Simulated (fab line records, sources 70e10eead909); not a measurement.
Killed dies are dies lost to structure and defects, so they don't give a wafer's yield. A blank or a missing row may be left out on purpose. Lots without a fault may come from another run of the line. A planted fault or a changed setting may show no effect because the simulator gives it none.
fab line records | flow nand_harc
record lots=24 wafers=72 last_day=33
route steps=1302 shown A_STAIRCASE@712
lots that met no fault: from a run of the same line without faults
start_h: hours from the record's first day to the start of the lot's first wafer shown | wait_h: hours since the lot's step before | " the same as in the row above | L1.1+2: a row that stands for several wafers | - no value, or no start given | * or withheld: withheld | < > ~ a bound
route shown NAME@n: a module of which the file shows steps, and the number in the route of the first | usual: mean/standard deviation of fault-free wafers | same: alike in all rows | chamber/n: place in a boat | sites: the reading at each site | _std_site: their standard deviation | _edge_site: outer sites' mean less inner sites' | radius_mm: how far each site lies from the wafer's centre | mask NAME#n: copy n | behind: the tool/chamber that last shaped the wafer | hold: why the lot was held/for how many hours/how that ended | device: the transistor (n, p or np) that didn't switch | end of line: the same wafers' tests at the end of the route | a step without rows: its recipe alone | killed: dies lost to structure and defects at the first sort, not the wafer's yield | map: a wafer's dies, x killed, . not, _ none there
set.NAME: the setting as run; set.NAME@STEP: as run at that earlier step | model.NAME: the simulator's own value behind a step, which no gauge read
steps of the route over a sample of lots; a table a step, a row a wafer
services: from which hour (start_h, from the record's first day; less than 0 if before it) a tool's chamber was out of use, for how many hours, and why
## steps
# step NHARC_A_STAIRCASE_TRIM_198
# recipe time_s=211.2 o2_flow_sccm=500 ar_flow_sccm=0 bias_w=0 chemistry=O2
# usual drypump_motor_current_A=5.8/0.48 oes_product_au=1.000/0.013 rf_vpp_V=57.6/0.89 showerhead_plenum_p_Torr=3.48/0.15 throttle_valve_pct=17.036/0.0092
# columns lot.wafer tool chamber start_h wait_h drypump_motor_current_A oes_product_au rf_hours_counter_h rf_vpp_V showerhead_plenum_p_Torr throttle_valve_pct
L074.1 rie_diel-05 3 - - 5.7 0.981 38 58.5 3.79 17.042
L074.6 " 3 " " 5.7 0.986 - 59.7 3.79 17.025
L074.5 " 0 " " 5.8 0.994 - 57.6 3.60 17.044
L075.2 rie_diel-05 1 - - 5.2 0.984 42 58.1 3.44 17.013
L075.1 " 2 " " 5.5 1.012 43 58.3 3.47 17.031
L075.5 " 0 " " 5.8 0.997 - 58.8 3.59 17.044
L076.1 rie_diel-10 3 - - 6.1 0.992 40 57.5 3.53 17.032
L076.3 " 0 " " 6.1 0.995 40 57.2 3.31 17.046
L076.5 " 2 " " 5.6 1.000 - 57.3 3.30 17.031
L078.1 rie_diel-05 0 - - 5.8 0.999 44 58.3 3.59 17.031
L078.2 " 1 " " 5.1 0.998 45 58.0 3.44 17.036
L078.4 " 2 " " 5.5 1.006 46 57.9 3.46 17.047
L077.1 rie_diel-04 2 - - 5.7 1.017 9 56.8 3.32 17.035
L077.2 " 3 " " 6.6 1.023 9 57.7 3.62 17.054
L077.6 " 0 " " 5.3 1.001 - 55.8 3.32 17.031
L080.4 rie_diel-10 1 - - 5.2 1.000 49 58.5 3.65 17.034
L080.2 " 0 " " 6.2 0.997 51 58.6 3.30 17.049
L080.5 " 2 " " 5.6 0.992 - 55.9 3.30 17.028
L079.3 rie_diel-04 0 - - 5.3 1.001 16 56.8 3.32 17.016
L079.2 " 1 " " 6.6 1.009 15 59.4 3.61 17.022
L079.4 " 2 " " 5.8 1.014 13 58.3 3.32 17.028
L081.4 rie_diel-04 0 - - 5.3 0.993 19 57.2 3.32 17.037
L081.3 " 2 " " 5.7 1.019 16 56.9 3.32 17.055
L081.6 " 0 " " 5.4 0.999 - 56.4 3.32 17.010
L082.2 rie_diel-10 2 - - 5.6 1.007 0 57.5 3.29 17.044
L082.5 " 0 " " 6.2 0.984 - 57.7 3.30 17.036
L082.6 " 1 " " 5.2 0.991 - 58.5 3.64 17.050
L084.1 rie_diel-10 3 - - 6.1 0.982 7 57.7 3.51 17.029
L084.4 " 0 " " 6.1 0.981 8 55.9 3.30 17.039
L084.6 " 3 " " 6.1 0.985 - 57.1 3.51 17.038
L083.1 rie_diel-04 0 - - 5.3 0.986 31 56.5 3.31 17.035
L083.5 " 0 " " 5.3 0.989 - 57.1 3.31 17.046
L083.6 " 1 " " 6.6 1.010 - 58.6 3.60 17.043
L086.1 rie_diel-10 0 - - 6.2 0.988 12 56.4 3.29 17.038
L086.3 " 1 " " 5.2 0.998 11 57.2 3.64 17.038
L086.2 " 2 " " 5.5 1.018 10 56.3 3.29 17.047
L085.3 rie_diel-05 3 - - 5.7 0.968 13 58.2 3.77 17.037
L085.2 " 0 " " 5.8 0.996 16 57.5 3.58 17.034
L085.5 " 1 " " 5.1 1.010 - 56.9 3.42 17.041
L088.3 rie_diel-10 2 - - 5.6 1.023 21 56.6 3.28 17.032
L088.1 " 3 " " 6.1 1.006 22 57.5 3.50 17.019
L088.6 " 2 " " 5.5 1.022 - 56.5 3.28 17.039
L089.1 rie_diel-05 0 - - 5.8 0.997 27 57.5 3.57 17.026
L089.4 " 3 " " 5.7 0.983 24 58.3 3.76 17.047
L089.6 " 0 " " 5.8 1.006 - 58.1 3.57 17.028
L087.4 rie_diel-04 2 - - 5.7 1.020 40 57.2 3.31 17.042
L087.3 " 0 " " 5.3 0.977 43 59.1 3.30 17.038
L087.6 " 2 " " 5.8 1.024 - 57.8 3.31 17.036
L091.1 rie_diel-10 0 - - 6.2 1.001 32 57.1 3.28 17.021
L091.5 " 0 " " 6.1 1.005 - 56.5 3.28 17.025
L091.6 " 1 " " 5.2 0.996 - 57.5 3.63 17.033
L090.1 rie_diel-04 3 - - 6.6 1.017 50 60.0 3.60 17.040
L090.3 " 1 " " 6.6 1.009 47 57.0 3.59 17.039
L090.6 " 3 " " 6.6 1.013 - 57.5 3.60 17.044
L093.2 rie_diel-05 1 - - 5.1 0.998 38 57.5 3.41 17.023
L093.3 " 2 " " 5.5 1.018 39 56.9 3.44 17.050
L093.6 " 3 " " 5.7 0.980 - 58.7 3.75 17.045
L092.4 rie_diel-04 1 - - 6.6 1.009 1 58.7 3.59 17.038
L092.1 " 2 " " 5.7 0.998 1 56.3 3.30 17.031
L092.3 " 3 " " 6.6 0.991 1 58.7 3.59 17.037
L095.3 rie_diel-04 1 - - 6.6 0.998 3 56.6 3.59 17.041
L095.2 " 2 " " 5.8 0.985 3 56.8 3.30 17.027
L095.6 " 1 " " 6.6 1.008 - 58.9 3.59 17.016
L094.3 rie_diel-05 1 - - 5.1 1.012 40 57.8 3.41 17.036
L094.4 " 0 " " 5.8 1.007 43 57.6 3.56 17.020
L094.6 " 1 " " 5.1 1.003 - 58.2 3.41 17.042
L096.3 rie_diel-10 2 - - 5.6 0.992 48 56.4 3.27 17.037
L096.4 " 3 " " 6.1 0.984 55 58.1 3.49 17.054
L096.6 " 2 " " 5.6 0.998 - 57.2 3.27 17.028
L097.3 rie_diel-04 1 - - 6.5 1.008 17 58.9 3.58 17.019
L097.1 " 3 " " 6.6 1.017 17 59.1 3.59 17.036
L097.6 " 2 " " 5.8 1.001 - 58.1 3.29 17.023
# step NHARC_A_STAIRCASE_ETCH_227
# recipe target_depth_a=1000 time_s=40.5 ion_energy_ev=400 c4f8_flow_sccm=20 o2_flow_sccm=10 ar_flow_sccm=withheld rf_w=600 bias_w=1000 chemistry=C4F8/O2
# usual oes_product_au=0.943/0.014 rf_vpp_V=894/5.5
# columns lot.wafer tool chamber start_h wait_h oes_product_au rf_hours_counter_h rf_vpp_V
L074.1 rie_diel-05 1 - - 0.938 38 894
L074.6 " 1 " " 0.935 - 894
L074.5 " 2 " " 0.961 - 893
L075.2 rie_diel-04 0 - - 0.920 2 889
L075.1 " 1 " " 0.931 3 899
L075.5 " 1 " " 0.938 - 898
L076.1 rie_diel-10 2 - - 0.928 41 889
L076.3 " 0 " " 0.935 41 887
L076.5 " 3 " " 0.904 - 895
L078.4 rie_diel-04 3 - - 0.954 7 899
L078.1 " 0 " " 0.938 7 888
L078.2 " 2 " " 0.959 6 889
L077.2 rie_diel-05 2 - - 0.951 52 894
L077.1 " 1 " " 0.945 52 893
L077.6 " 2 " " 0.963 - 894
L080.4 rie_diel-04 1 - - 0.932 16 897
L080.2 " 2 " " 0.946 14 889
L080.5 " 1 " " 0.936 - 899
L079.2 rie_diel-04 2 - - 0.947 16 887
L079.3 " 3 " " 0.958 18 900
L079.4 " 0 " " 0.933 18 889
L081.3 rie_diel-05 1 - - 0.944 6 893
L081.6 " 0 " " 0.944 - 898
L081.4 " 1 " " 0.954 - 893
L082.2 rie_diel-04 3 - - 0.984 27 899
L082.6 " 2 " " 0.968 - 889
L082.5 " 3 " " 0.964 - 898
L084.1 rie_diel-04 1 - - 0.935 30 900
L084.4 " 3 " " 0.960 35 898
L084.6 " 1 " " 0.952 - 897
L083.1 rie_diel-10 0 - - 0.933 11 887
L083.6 " 3 " " 0.924 - 895
L083.5 " 0 " " 0.940 - 887
L086.2 rie_diel-04 3 - - 0.948 36 899
L086.3 " 0 " " 0.915 34 889
L086.1 " 2 " " 0.955 33 888
L085.2 rie_diel-05 1 - - 0.945 17 894
L085.3 " 2 " " 0.971 15 894
L085.5 " 1 " " 0.947 - 892
L088.1 rie_diel-10 0 - - 0.944 23 887
L088.3 " 1 " " 0.936 21 899
L088.6 " 3 " " 0.938 - 896
L089.1 rie_diel-04 3 - - 0.950 45 898
L089.4 " 1 " " 0.944 40 899
L089.6 " 0 " " 0.919 - 887
L087.3 rie_diel-05 1 - - 0.949 29 893
L087.4 " 3 " " 0.923 27 903
L087.6 " 2 " " 0.958 - 893
L091.1 rie_diel-05 1 - - 0.935 33 891
L091.5 " 3 " " 0.932 - 904
L091.6 " 0 " " 0.939 - 898
L090.1 rie_diel-04 3 - - 0.956 52 899
L090.3 " 2 " " 0.973 48 889
L090.6 " 0 " " 0.940 - 887
L093.2 rie_diel-04 2 - - 0.941 2 888
L093.3 " 1 " " 0.969 2 898
L093.6 " 3 " " 0.938 - 899
L092.1 rie_diel-05 3 - - 0.928 41 904
L092.4 " 1 " " 0.951 39 891
L092.3 " 2 " " 0.962 40 891
L095.3 rie_diel-10 3 - - 0.929 52 895
L095.2 " 0 " " 0.933 52 886
L095.6 " 2 " " 0.940 - 886
L094.4 rie_diel-10 1 - - 0.940 46 900
L094.3 " 0 " " 0.931 52 885
L094.6 " 2 " " 0.940 - 887
L096.3 rie_diel-05 3 - - 0.909 54 903
L096.6 " 3 " " 0.913 - 903
L096.4 " 0 " " 0.943 - 896
L097.3 rie_diel-04 2 - - 0.933 18 888
L097.1 " 3 " " 0.951 17 897
L097.6 " 0 " " 0.938 - 886
# step NHARC_A_STAIRCASE_DEP_280
# recipe target_thk_a=300 target_thk_nm=30 temp_c=400 pressure_torr=3.5 flow_sccm=200 rf_w=350 material=SiON
# usual heater_power_w=747/86
# columns lot.wafer tool chamber start_h wait_h heater_power_w
L074.1 pecvd-02 0 374.50 1.5 678
L074.5 " 0 " " 682
L074.6 " 1 " " 719
L075.2 pecvd-02 0 385.82 1.3 715
L075.1 " 1 " " 717
L075.5 " 0 " " 700
L076.1 pecvd-04 2 394.59 1.6 681
L076.3 " 0 " " 845
L076.5 " 0 " " 814
L078.2 pecvd-03 2 401.40 1.2 806
L078.1 " 0 " " 872
L078.4 " 0 " " 904
L077.2 pecvd-03 1 413.07 1.3 660
L077.1 " 2 " " 845
L077.6 " 0 " " 840
L080.2 pecvd-03 2 428.61 1.3 721
L080.5 " 2 " " 724
L080.4 " 1 " " 645
L079.3 pecvd-04 0 430.59 1.1 843
L079.2 " 1 " " 756
L079.4 " 0 " " 856
L081.3 pecvd-03 0 444.03 1.0 786
L081.4 " 1 " " 590
L081.6 " 0 " " 793
L082.2 pecvd-03 0 451.80 1.3 815
L082.5 " 1 " " 666
L082.6 " 0 " " 829
L084.1 pecvd-03 2 471.54 1.6 822
L084.4 " 2 " " 850
L084.6 " 1 " " 647
L083.1 pecvd-03 2 473.77 1.9 828
L083.6 " 1 " " 659
L083.5 " 2 " " 692
L086.3 pecvd-03 2 483.29 0.9 814
L086.1 " 0 " " 856
L086.2 " 1 " " 620
L085.3 pecvd-02 0 486.96 0.9 739
L085.2 " 2 " " 679
L085.5 " 1 " " 811
L089.1 pecvd-03 0 513.17 1.6 846
L089.6 " 0 " " 836
L089.4 " 1 " " 583
L087.3 pecvd-03 2 517.91 0.9 834
L087.4 " 2 " " 839
L087.6 " 0 " " 802
L088.1 pecvd-03 2 519.85 1.6 811
L088.3 " 0 " " 886
L088.6 " 2 " " 811
L091.1 pecvd-03 0 534.60 1.8 819
L091.6 " 1 " " 568
L091.5 " 0 " " 803
L090.3 pecvd-03 1 536.40 0.9 648
L090.1 " 0 " " 837
L090.6 " 2 " " 776
L093.2 pecvd-03 2 569.82 1.3 808
L093.3 " 0 " " 888
L093.6 " 1 " " 614
L092.3 pecvd-02 1 571.55 0.9 750
L092.1 " 2 " " 699
L092.4 " 1 " " 777
L095.3 pecvd-02 2 578.83 1.0 631
L095.2 " 0 " " 705
L095.6 " 2 " " 655
L094.3 pecvd-04 1 580.53 0.9 817
L094.4 " 1 " " 655
L094.6 " 2 " " 796
L096.3 pecvd-03 1 596.23 1.0 654
L096.4 " 0 " " 887
L096.6 " 2 " " 882
L097.3 pecvd-02 1 605.40 0.9 776
L097.1 " 0 " " 661
L097.6 " 0 " " 644
# step NHARC_A_STAIRCASE_STRIP_476
# recipe time_s=20 o2_flow_sccm=500 ar_flow_sccm=0 bias_w=0 chemistry=O2
# usual drypump_motor_current_A=5.9/0.51 oes_product_au=1.000/0.015 rf_vpp_V=57.6/0.98 showerhead_plenum_p_Torr=3.46/0.15 throttle_valve_pct=17.036/0.0095
# columns lot.wafer tool chamber start_h wait_h drypump_motor_current_A oes_product_au rf_hours_counter_h rf_vpp_V showerhead_plenum_p_Torr throttle_valve_pct
L074.1 rie_diel-04 1 387.00 0.1 6.6 1.000 8 59.4 3.61 17.035
L074.6 " 1 " " 6.6 1.000 - 57.2 3.61 17.032
L074.5 " 2 " " 5.7 1.016 - 59.4 3.33 17.035
L075.1 rie_diel-04 3 396.06 0.1 6.6 1.016 8 57.5 3.62 17.034
L075.2 " 2 " " 5.8 1.018 8 56.5 3.33 17.048
L075.5 " 3 " " 6.6 0.999 - 59.3 3.62 17.038
L076.3 rie_diel-10 0 405.31 0.1 6.1 0.984 51 58.1 3.30 17.034
L076.1 " 1 " " 5.2 1.002 48 57.8 3.65 17.035
L076.5 " 0 " " 6.1 0.994 - 57.7 3.30 17.042
L078.4 rie_diel-10 0 413.36 0.2 6.2 1.001 54 57.5 3.30 17.021
L078.1 " 2 " " 5.6 1.002 53 58.4 3.29 17.040
L078.2 " 3 " " 6.1 0.984 53 58.3 3.52 17.025
L077.2 rie_diel-05 2 426.58 0.1 5.6 1.021 4 56.4 3.46 17.027
L077.1 " 0 " " 5.8 1.000 6 58.6 3.58 17.038
L077.6 " 0 " " 5.8 0.996 - 55.7 3.58 17.043
L080.2 rie_diel-04 0 441.10 0.1 5.3 0.993 26 58.4 3.31 17.044
L080.4 " 2 " " 5.8 1.028 26 58.7 3.32 17.031
L080.5 " 0 " " 5.4 0.996 - 56.7 3.31 17.031
L079.4 rie_diel-04 3 445.81 0.1 6.6 1.016 28 59.3 3.61 17.032
L079.2 " 0 " " 5.4 0.987 26 57.6 3.31 17.043
L079.3 " 2 " " 5.7 1.029 26 55.8 3.32 17.042
L081.4 rie_diel-04 2 453.93 0.1 5.8 1.021 29 57.8 3.31 17.042
L081.3 " 3 " " 6.6 1.016 33 56.8 3.61 17.025
L081.6 " 1 " " 6.6 1.005 - 57.8 3.60 17.045
L082.2 rie_diel-10 3 462.16 0.1 6.1 0.979 10 55.9 3.51 17.030
L082.6 " 3 " " 6.1 0.983 - 59.0 3.51 17.042
L082.5 " 0 " " 6.2 0.974 - 55.2 3.29 17.042
L084.4 rie_diel-04 0 483.88 0.1 5.3 0.975 41 57.1 3.31 17.019
L084.1 " 2 " " 5.7 1.017 37 57.7 3.31 17.020
L084.6 " 0 " " 5.4 0.982 - 57.5 3.31 17.019
L083.1 rie_diel-04 3 490.49 0.1 6.6 1.012 43 57.9 3.60 17.038
L083.6 " 3 " " 6.6 1.018 - 57.1 3.60 17.033
L083.5 " 0 " " 5.3 0.976 - 57.2 3.30 17.046
L086.2 rie_diel-04 2 497.82 0.1 5.8 1.023 39 56.5 3.31 17.029
L086.3 " 0 " " 5.3 0.976 43 56.9 3.30 17.042
L086.1 " 1 " " 6.6 1.000 39 58.2 3.59 17.030
L085.3 rie_diel-04 0 503.26 0.1 5.3 0.983 44 57.3 3.30 17.029
L085.2 " 3 " " 6.6 1.011 45 58.4 3.60 17.031
L085.5 " 0 " " 5.3 0.975 - 57.1 3.30 17.031
L089.1 rie_diel-05 2 524.38 0.1 5.6 1.021 32 56.4 3.44 17.033
L089.4 " 0 " " 5.8 1.000 35 59.7 3.57 17.029
L089.6 " 1 " " 5.1 0.997 - 57.5 3.41 17.032
L087.3 rie_diel-10 0 529.21 0.1 6.1 0.999 37 57.3 3.28 17.045
L087.4 " 3 " " 6.1 0.997 37 56.5 3.50 17.034
L087.6 " 0 " " 6.1 0.981 - 57.0 3.28 17.037
L088.3 rie_diel-04 1 531.71 0.1 6.6 0.994 51 58.0 3.59 17.017
L088.1 " 3 " " 6.6 1.002 57 57.7 3.60 17.035
L088.6 " 2 " " 5.7 1.021 - 57.4 3.30 17.035
L091.1 rie_diel-04 2 545.69 0.1 5.7 1.003 1 57.4 3.30 17.043
L091.5 " 0 " " 5.3 0.998 - 57.2 3.30 17.040
L091.6 " 1 " " 6.6 1.014 - 58.3 3.59 17.052
L090.1 rie_diel-10 0 549.10 0.1 6.1 0.985 46 56.8 3.28 17.029
L090.3 " 1 " " 5.2 0.990 38 58.3 3.62 17.044
L090.6 " 1 " " 5.2 0.989 - 56.7 3.62 17.042
L093.2 rie_diel-05 2 581.14 0.8 5.5 1.021 52 57.7 3.43 17.037
L093.3 " 0 " " 5.8 1.003 51 57.1 3.56 17.024
L093.6 " 0 " " 5.8 1.003 - 59.2 3.56 17.035
L092.3 rie_diel-05 3 582.46 0.4 5.7 0.980 53 58.4 3.74 17.034
L092.1 " 0 " " 5.8 1.018 52 56.9 3.56 17.036
L092.4 " 2 " " 5.5 1.027 - 57.1 3.43 17.041
L094.3 rie_diel-10 1 591.82 0.1 5.2 1.000 53 57.5 3.61 17.031
L094.4 " 2 " " 5.6 1.011 53 57.4 3.26 17.018
L094.6 " 0 " " 6.2 0.986 - 57.3 3.27 17.053
L095.3 rie_diel-04 1 594.86 0.1 6.6 1.006 20 58.1 3.58 17.025
L095.2 " 0 " " 5.4 0.979 19 57.0 3.29 17.021
L095.6 " 2 " " 5.8 0.993 - 57.7 3.29 17.038
L096.3 rie_diel-04 0 608.80 0.1 5.3 0.984 21 56.6 3.29 17.039
L096.4 " 1 " " 6.6 1.014 22 58.4 3.57 17.046
L096.6 " 0 " " 5.4 0.986 - 56.3 3.29 17.038
L097.3 rie_diel-04 2 616.15 0.6 5.8 1.004 24 58.6 3.29 17.028
L097.1 " 3 " " 6.6 1.022 23 59.6 3.58 17.046
L097.6 " 1 " " 6.6 1.016 - 59.7 3.57 17.056
# step NHARC_A_STAIRCASE_DEP_322
# recipe target_thk_a=72000 temp_c=400 target_thk_nm=7200 teos_flow_sccm=200 rf_w=500 material=SiO2
# usual heater_power_w=643/85 mfc_precursor_sccm=199.9/0.56
# columns lot.wafer tool chamber start_h wait_h heater_power_w mfc_precursor_sccm
L074.1 pecvd-04 1 403.88 0.2 672 201.1
L074.6 " 0 " " 658 199.9
L074.5 " 1 " " 592 200.2
L075.2 pecvd-04 1 415.61 0.1 707 201.5
L075.1 " 2 " " 596 199.9
L075.5 " 0 " " 664 200.3
L076.1 pecvd-03 1 426.47 0.1 559 199.9
L076.3 " 0 " " 806 200.2
L076.5 " 1 " " 499 199.5
L078.2 pecvd-03 1 434.78 0.1 578 200.4
L078.1 " 2 " " 747 199.4
L078.4 " 2 " " 630 199.6
L077.1 pecvd-04 1 448.37 0.2 610 198.8
L077.2 " 2 " " 669 200.1
L077.6 " 2 " " 568 200.3
L080.2 pecvd-02 2 459.82 0.3 542 199.4
L080.4 " 0 " " 554 198.6
L080.5 " 2 " " 518 199.5
L079.3 pecvd-02 1 467.15 0.1 754 201.1
L079.2 " 2 " " 538 199.0
L079.4 " 2 " " 527 199.6
L081.3 pecvd-04 1 474.83 0.3 759 199.6
L081.4 " 0 " " 641 199.7
L081.6 " 1 " " 616 199.6
L082.2 pecvd-04 1 485.07 0.3 630 199.7
L082.6 " 2 " " 592 199.0
L082.5 " 0 " " 630 199.8
L084.1 pecvd-02 2 504.14 0.1 587 199.0
L084.4 " 2 " " 524 199.6
L084.6 " 1 " " 617 200.1
L083.1 pecvd-04 1 510.33 0.2 725 201.5
L083.5 " 0 " " 630 199.6
L083.6 " 2 " " 569 199.2
L086.1 pecvd-02 2 521.26 0.1 564 200.0
L086.3 " 0 " " 693 199.7
L086.2 " 1 " " 684 200.4
L085.3 pecvd-04 0 521.26 0.1 768 200.5
L085.2 " 2 " " 698 199.3
L085.5 " 2 " " 580 199.3
L089.1 pecvd-03 0 544.84 0.1 854 199.9
L089.6 " 1 " " 500 199.1
L089.4 " 2 " " 637 199.3
L088.3 pecvd-02 0 544.96 0.2 686 199.7
L088.1 " 1 " " 642 200.2
L088.6 " 1 " " 630 199.6
L087.3 pecvd-04 2 545.12 0.3 690 198.7
L087.4 " 1 " " 624 199.7
L087.6 " 0 " " 624 200.0
L091.1 pecvd-03 2 564.03 0.1 694 199.1
L091.6 " 2 " " 688 200.1
L091.5 " 1 " " 482 200.4
L090.1 pecvd-02 0 567.36 0.1 691 200.4
L090.3 " 1 " " 768 200.2
L090.6 " 0 " " 560 199.9
L093.3 pecvd-03 1 602.04 0.1 620 200.2
L093.2 " 2 " " 698 200.8
L093.6 " 1 " " 484 199.2
L092.1 pecvd-04 0 602.11 0.2 778 200.0
L092.3 " 1 " " 637 200.3
L092.4 " 2 " " 580 200.9
L094.4 pecvd-03 1 613.13 0.4 486 199.0
L094.3 " 2 " " 684 199.9
L094.6 " 1 " " 487 199.3
L095.3 pecvd-04 2 620.71 0.2 674 200.7
L095.2 " 0 " " 633 200.1
L095.6 " 1 " " 604 199.8
L096.3 pecvd-04 0 627.80 0.3 761 199.9
L096.6 " 2 " " 579 200.4
L096.4 " 0 " " 632 199.4
L097.3 pecvd-03 2 635.64 0.1 750 200.1
L097.1 " 1 " " 535 199.7
L097.6 " 1 " " 477 200.1
# step NHARC_A_STAIRCASE_DEP_325
# recipe target_thk_a=72000 temp_c=400 target_thk_nm=7200 teos_flow_sccm=200 rf_w=500 material=SiO2
# usual heater_power_w=640/88 mfc_precursor_sccm=200.0/0.56
# columns lot.wafer tool chamber start_h wait_h heater_power_w mfc_precursor_sccm
L074.1 pecvd-04 0 411.78 0.2 792 199.9
L074.5 " 0 " " 664 199.8
L074.6 " 1 " " 594 199.9
L075.2 pecvd-04 0 423.90 0.2 690 200.0
L075.1 " 1 " " 719 199.1
L075.5 " 1 " " 607 200.0
L076.3 pecvd-03 0 436.91 0.1 804 200.7
L076.1 " 2 " " 752 199.9
L076.5 " 1 " " 516 199.6
L078.1 pecvd-03 1 442.65 0.2 538 200.0
L078.2 " 2 " " 751 199.8
L078.4 " 0 " " 693 200.6
L077.2 pecvd-03 0 457.96 0.1 824 198.9
L077.1 " 2 " " 640 200.3
L077.6 " 2 " " 633 199.5
L080.2 pecvd-03 0 469.70 0.1 822 200.9
L080.4 " 1 " " 520 199.6
L080.5 " 2 " " 639 200.9
L079.3 pecvd-03 1 477.59 0.1 631 200.5
L079.2 " 2 " " 759 200.2
L079.4 " 0 " " 690 199.8
L081.3 pecvd-03 2 487.91 0.2 730 199.6
L081.6 " 1 " " 514 200.8
L081.4 " 2 " " 650 199.4
L082.2 pecvd-04 1 498.34 0.3 696 199.9
L082.5 " 0 " " 612 200.5
L082.6 " 1 " " 620 199.7
L084.1 pecvd-03 1 512.08 0.2 514 200.3
L084.4 " 0 " " 687 199.3
L084.6 " 2 " " 638 200.0
L083.1 pecvd-02 1 518.98 0.2 709 200.6
L083.5 " 0 " " 571 200.1
L083.6 " 1 " " 623 199.4
L086.1 pecvd-03 1 530.54 0.1 563 200.4
L086.3 " 2 " " 726 199.6
L086.2 " 0 " " 743 198.6
L085.3 pecvd-02 1 530.54 0.1 638 200.4
L085.2 " 0 " " 629 200.6
L085.5 " 0 " " 561 200.1
L088.3 pecvd-04 0 553.45 0.1 637 200.4
L088.1 " 2 " " 722 200.4
L088.6 " 2 " " 574 200.4
L089.1 pecvd-02 0 553.64 0.3 673 200.4
L089.4 " 1 " " 605 199.1
L089.6 " 2 " " 526 200.5
L087.3 pecvd-04 2 554.01 0.6 710 199.6
L087.4 " 2 " " 584 199.9
L087.6 " 0 " " 627 200.8
L091.1 pecvd-03 1 571.86 0.1 493 200.3
L091.5 " 2 " " 663 200.2
L091.6 " 0 " " 705 199.8
L090.1 pecvd-04 1 571.87 0.1 760 199.9
L090.3 " 0 " " 726 199.1
L090.6 " 0 " " 631 200.3
L093.3 pecvd-02 2 609.86 0.1 541 201.0
L093.2 " 0 " " 567 200.2
L093.6 " 0 " " 518 200.8
L092.1 pecvd-04 1 609.86 0.1 669 199.8
L092.3 " 2 " " 615 199.6
L092.4 " 2 " " 582 199.5
L094.3 pecvd-03 2 621.14 0.3 730 199.3
L094.4 " 0 " " 708 198.9
L094.6 " 1 " " 483 199.5
L095.2 pecvd-03 1 627.97 0.1 566 200.9
L095.3 " 2 " " 736 200.1
L095.6 " 0 " " 687 200.0
L096.3 pecvd-02 2 637.42 0.3 540 199.6
L096.6 " 0 " " 493 200.3
L096.4 " 1 " " 606 201.1
L097.1 pecvd-04 0 644.83 0.1 773 200.2
L097.3 " 2 " " 700 200.0
L097.6 " 2 " " 631 199.7
## services
# columns tool chamber start_h hours kind
rie_diel-04 - 332.47 2.3 repair
pecvd-03 - 333.39 0.6 repair
rie_diel-04 - 355.68 9.0 pm
rie_diel-10 1 362.18 7.1 repair
pecvd-03 - 366.18 13.0 pm
rie_diel-04 2 384.20 2.6 repair
rie_diel-05 - 410.51 9.0 pm
rie_diel-10 - 421.86 9.0 pm
rie_diel-05 3 424.54 4.8 repair
pecvd-04 - 450.43 13.0 pm
rie_diel-10 1 482.68 6.5 repair
rie_diel-04 3 494.50 4.0 repair
rie_diel-04 - 532.68 9.0 pm
rie_diel-10 2 543.91 4.8 repair
pecvd-03 - 547.18 13.0 pm
rie_diel-05 - 561.39 0.7 repair
pecvd-04 - 564.65 5.3 repair
rie_diel-05 1 576.02 10.6 repair
rie_diel-05 - 587.51 9.0 pm
rie_diel-10 - 598.86 9.0 pm
pecvd-03 0 612.42 3.4 repair
rie_diel-05 - 622.42 1.1 repair
pecvd-04 - 631.43 13.0 pm
rie_diel-10 0 635.75 1.2 repair
## key
fault none
